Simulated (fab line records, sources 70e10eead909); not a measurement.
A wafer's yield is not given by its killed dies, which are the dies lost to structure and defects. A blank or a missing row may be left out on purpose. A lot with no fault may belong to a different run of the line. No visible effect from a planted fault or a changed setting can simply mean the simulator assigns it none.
Which tool was responsible? :: flow nandHarc :: Sampling: 7 lots, 21 wafers, 5 of 1159 route steps

WHAT THE GAUGES SHOWED, per wafer
NHARC_END_SORT_01.
lot: L192
measured: day 21 08:33
on: prober-01
killedAtArray: 25 24 26

lot: L201
measured: day 24 06:12
on: prober-01
killedAtArray: 78 73 67

lot: L204
measured: day 24 19:13
on: prober-02
killedAtArray: 99 106 88

WHICH TOOL RAN EACH LOT (tool, then ch and the chambers of the sampled wafers, then the start)
lot: L182
NHARC_A_ONON_D1_DEP_16: pecvdOnon-01 ch 0, day 8 04:51
NHARC_THIN_TSV_DEGAS_49: pvdSputter-01, day 19 19:19
NHARC_THIN_TSV_PRE_CLEAN_50: pvdSputter-01, no start
NHARC_THIN_TSV_PVD_51: pvdSputter-01, no start

lot: L186
NHARC_A_ONON_D1_DEP_16: pecvdOnon-01 ch 0, day 8 13:11
NHARC_THIN_TSV_DEGAS_49: pvdSputter-02, day 19 03:36
NHARC_THIN_TSV_PRE_CLEAN_50: pvdSputter-02, no start
NHARC_THIN_TSV_PVD_51: pvdSputter-02, no start

lot: L185
NHARC_A_ONON_D1_DEP_16: pecvdOnon-03 ch 0, day 8 21:09
NHARC_THIN_TSV_DEGAS_49: pvdSputter-01, day 19 20:30
NHARC_THIN_TSV_PRE_CLEAN_50: pvdSputter-01, no start
NHARC_THIN_TSV_PVD_51: pvdSputter-01, no start

lot: L190
NHARC_A_ONON_D1_DEP_16: pecvdOnon-03 ch 0, day 10 01:23
NHARC_THIN_TSV_DEGAS_49: pvdSputter-03, day 20 18:20
NHARC_THIN_TSV_PRE_CLEAN_50: pvdSputter-03, no start
NHARC_THIN_TSV_PVD_51: pvdSputter-03, no start

lot: L192
NHARC_A_ONON_D1_DEP_16: pecvdOnon-03 ch 0, day 10 06:24
NHARC_THIN_TSV_DEGAS_49: pvdSputter-01, day 20 19:37
NHARC_THIN_TSV_PRE_CLEAN_50: pvdSputter-01, day 21 08:33 or earlier
NHARC_THIN_TSV_PVD_51: pvdSputter-01, day 21 08:33 or earlier

lot: L201
NHARC_A_ONON_D1_DEP_16: pecvdOnon-01 ch 0, day 12 20:26
NHARC_THIN_TSV_DEGAS_49: pvdSputter-03, day 23 15:29
NHARC_THIN_TSV_PRE_CLEAN_50: pvdSputter-03, day 24 06:12 or earlier
NHARC_THIN_TSV_PVD_51: pvdSputter-03, day 24 06:12 or earlier

lot: L204
NHARC_A_ONON_D1_DEP_16: pecvdOnon-01 ch 0, day 13 08:34
NHARC_THIN_TSV_DEGAS_49: pvdSputter-02, day 24 03:21
NHARC_THIN_TSV_PRE_CLEAN_50: pvdSputter-02, day 24 19:13 or earlier
NHARC_THIN_TSV_PVD_51: pvdSputter-02, day 24 19:13 or earlier
- NHARC_A_ONON_D1_DEP_16: target thk 1000 nm.
- NHARC_THIN_TSV_DEGAS_49: time 120 s.
- NHARC_THIN_TSV_PRE_CLEAN_50: time 30 s.
- NHARC_THIN_TSV_PVD_51: deposits Cu, target thk 100 nm.

THE ANSWER, worked out from the rows above alone
Rule: the lots themselves supply what counts as usual. Put in order of their means at a reading, lots are off if they are a third of the lots or fewer, leave a main group of 4 or more, and stand apart from it by a gap of 3 or more times the standard deviation of the main group's means; of several such gaps the widest counts. A main group is skipped when, at the precision printed for the reading in the tables above, its means are all equal. Also off: a lot with no number at a reading for which 4 or more lots have one. The other lots that the step has rows for count as sound.
Across all readings shown, no lot is off: no conclusion can be drawn from this.

WHAT THE SIMULATOR PUT IN
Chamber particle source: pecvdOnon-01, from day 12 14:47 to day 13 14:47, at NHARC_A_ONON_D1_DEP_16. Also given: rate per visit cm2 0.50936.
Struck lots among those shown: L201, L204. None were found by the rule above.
